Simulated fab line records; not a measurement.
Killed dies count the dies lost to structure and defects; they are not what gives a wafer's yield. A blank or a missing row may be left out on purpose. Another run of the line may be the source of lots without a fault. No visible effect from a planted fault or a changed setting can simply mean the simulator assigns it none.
Matching of chambers :: flow n5 finfet :: 4 sister chambers for N5_BEOL_M9_STRIP_19 on rie diel-06
The step strips in O2. 27 wafers are shown with their chamber, then 12 later ones without.

WAFERS WITH THEIR CHAMBER
wafer: L078.3
chamber: 2
showerhead plenum p Torr (Torr): 2.05
drypump motor current A (A): 5.7
throttle valve pct (%): 16.77

wafer: L078.4
chamber: 3
showerhead plenum p Torr (Torr): 1.92
drypump motor current A (A): 5.9
throttle valve pct (%): 16.33

wafer: L078.6
chamber: 1
showerhead plenum p Torr (Torr): 2.19
drypump motor current A (A): 6.5
throttle valve pct (%): 16.47

wafer: L081.2
chamber: 3
showerhead plenum p Torr (Torr): 1.92
drypump motor current A (A): 5.9
throttle valve pct (%): 16.36

wafer: L081.4
chamber: 2
showerhead plenum p Torr (Torr): 2.05
drypump motor current A (A): 5.6
throttle valve pct (%): 16.77

wafer: L081.6
chamber: 0
showerhead plenum p Torr (Torr): 2.00
drypump motor current A (A): 6.5
throttle valve pct (%): 16.45

wafer: L080.1
chamber: 2
showerhead plenum p Torr (Torr): 2.05
drypump motor current A (A): 5.6
throttle valve pct (%): 16.78

wafer: L080.2
chamber: 3
showerhead plenum p Torr (Torr): 1.92
drypump motor current A (A): 5.9
throttle valve pct (%): 16.38

wafer: L080.3
chamber: 0
showerhead plenum p Torr (Torr): 1.99
drypump motor current A (A): 6.5
throttle valve pct (%): 16.46

wafer: L080.4
chamber: 1
showerhead plenum p Torr (Torr): 2.19
drypump motor current A (A): 6.5
throttle valve pct (%): 16.49

wafer: L080.5
chamber: 3
showerhead plenum p Torr (Torr): 1.92
drypump motor current A (A): 5.9
throttle valve pct (%): 16.36

wafer: L080.6
chamber: 2
showerhead plenum p Torr (Torr): 2.05
drypump motor current A (A): 5.7
throttle valve pct (%): 16.78

wafer: L082.2
chamber: 3
showerhead plenum p Torr (Torr): 1.92
drypump motor current A (A): 5.9
throttle valve pct (%): 16.36

wafer: L082.3
chamber: 1
showerhead plenum p Torr (Torr): 2.19
drypump motor current A (A): 6.5
throttle valve pct (%): 16.47

wafer: L082.6
chamber: 1
showerhead plenum p Torr (Torr): 2.19
drypump motor current A (A): 6.5
throttle valve pct (%): 16.48

wafer: L083.1
chamber: 3
showerhead plenum p Torr (Torr): 1.92
drypump motor current A (A): 5.9
throttle valve pct (%): 16.37

wafer: L083.2
chamber: 0
showerhead plenum p Torr (Torr): 1.99
drypump motor current A (A): 6.5
throttle valve pct (%): 16.47

wafer: L083.3
chamber: 2
showerhead plenum p Torr (Torr): 2.05
drypump motor current A (A): 5.6
throttle valve pct (%): 16.79

wafer: L083.4
chamber: 1
showerhead plenum p Torr (Torr): 2.19
drypump motor current A (A): 6.5
throttle valve pct (%): 16.50

wafer: L083.5
chamber: 2
showerhead plenum p Torr (Torr): 2.05
drypump motor current A (A): 5.6
throttle valve pct (%): 16.77

wafer: L083.6
chamber: 3
showerhead plenum p Torr (Torr): 1.92
drypump motor current A (A): 5.9
throttle valve pct (%): 16.38

wafer: L086.2
chamber: 2
showerhead plenum p Torr (Torr): 2.05
drypump motor current A (A): 5.6
throttle valve pct (%): 16.79

wafer: L086.4
chamber: 0
showerhead plenum p Torr (Torr): 1.99
drypump motor current A (A): 6.6
throttle valve pct (%): 16.51

wafer: L086.6
chamber: 0
showerhead plenum p Torr (Torr): 1.99
drypump motor current A (A): 6.5
throttle valve pct (%): 16.47

wafer: L091.1
chamber: 0
showerhead plenum p Torr (Torr): 1.99
drypump motor current A (A): 6.5
throttle valve pct (%): 16.50

wafer: L091.2
chamber: 3
showerhead plenum p Torr (Torr): 1.91
drypump motor current A (A): 5.9
throttle valve pct (%): 16.42

wafer: L091.3
chamber: 2
showerhead plenum p Torr (Torr): 2.05
drypump motor current A (A): 5.6
throttle valve pct (%): 16.80

SIGNATURES, as means of the wafers listed above
reading: showerhead plenum p Torr
chamber 0: 1.9917
chamber 1: 2.1900
chamber 2: 2.0500
chamber 3: 1.9187
scatter within a chamber: 0.00273

reading: drypump motor current A
chamber 0: 6.517
chamber 1: 6.500
chamber 2: 5.625
chamber 3: 5.900
scatter within a chamber: 0.0319

reading: throttle valve pct
chamber 0: 16.4767
chamber 1: 16.4820
chamber 2: 16.7812
chamber 3: 16.3700
scatter within a chamber: 0.0197
Rule: for each reading, subtract the chamber's mean from the wafer's reading, divide by that reading's scatter and square the result; add these up over the readings and take the root, which gives the wafer's distance from the chamber. The wafer belongs to the nearest chamber; if the next one is less than 2 further off, it can't be placed. How the scatter is found: for the shown wafers, subtract from each reading the mean of its chamber, square and add these, divide the total by (wafers less chambers), then take the root.

WAFERS WITH NO CHAMBER GIVEN
wafer: L091.4
showerhead plenum p Torr (Torr): 2.19
drypump motor current A (A): 6.5
throttle valve pct (%): 16.53

wafer: L091.5
showerhead plenum p Torr (Torr): 2.19
drypump motor current A (A): 6.5
throttle valve pct (%): 16.51

wafer: L091.6
showerhead plenum p Torr (Torr): 1.99
drypump motor current A (A): 6.5
throttle valve pct (%): 16.51

wafer: L093.1
showerhead plenum p Torr (Torr): 1.91
drypump motor current A (A): 5.9
throttle valve pct (%): 16.39

wafer: L093.2
showerhead plenum p Torr (Torr): 2.05
drypump motor current A (A): 5.7
throttle valve pct (%): 16.81

wafer: L093.3
showerhead plenum p Torr (Torr): 1.99
drypump motor current A (A): 6.5
throttle valve pct (%): 16.53

wafer: L093.4
showerhead plenum p Torr (Torr): 2.18
drypump motor current A (A): 6.5
throttle valve pct (%): 16.51

wafer: L093.5
showerhead plenum p Torr (Torr): 2.18
drypump motor current A (A): 6.5
throttle valve pct (%): 16.50

wafer: L093.6
showerhead plenum p Torr (Torr): 2.05
drypump motor current A (A): 5.6
throttle valve pct (%): 16.79

wafer: L094.1
showerhead plenum p Torr (Torr): 1.91
drypump motor current A (A): 5.9
throttle valve pct (%): 16.41

wafer: L094.2
showerhead plenum p Torr (Torr): 2.04
drypump motor current A (A): 5.7
throttle valve pct (%): 16.82

wafer: L094.3
showerhead plenum p Torr (Torr): 1.98
drypump motor current A (A): 6.5
throttle valve pct (%): 16.53

WHICH CHAMBER EACH WENT THROUGH
wafer: L091.4
from the rows above: 1
in truth: 1

wafer: L091.5
from the rows above: 1
in truth: 1

wafer: L091.6
from the rows above: 0
in truth: 0

wafer: L093.1
from the rows above: 3
in truth: 3

wafer: L093.2
from the rows above: 2
in truth: 2

wafer: L093.3
from the rows above: 0
in truth: 0

wafer: L093.4
from the rows above: 1
in truth: 1

wafer: L093.5
from the rows above: 1
in truth: 1

wafer: L093.6
from the rows above: 2
in truth: 2

wafer: L094.1
from the rows above: 3
in truth: 3

wafer: L094.2
from the rows above: 2
in truth: 2

wafer: L094.3
from the rows above: 0
in truth: 0
Correct placement for 12 of the 12. Number that these rows cannot place: 0. Number placed wrongly: 0.
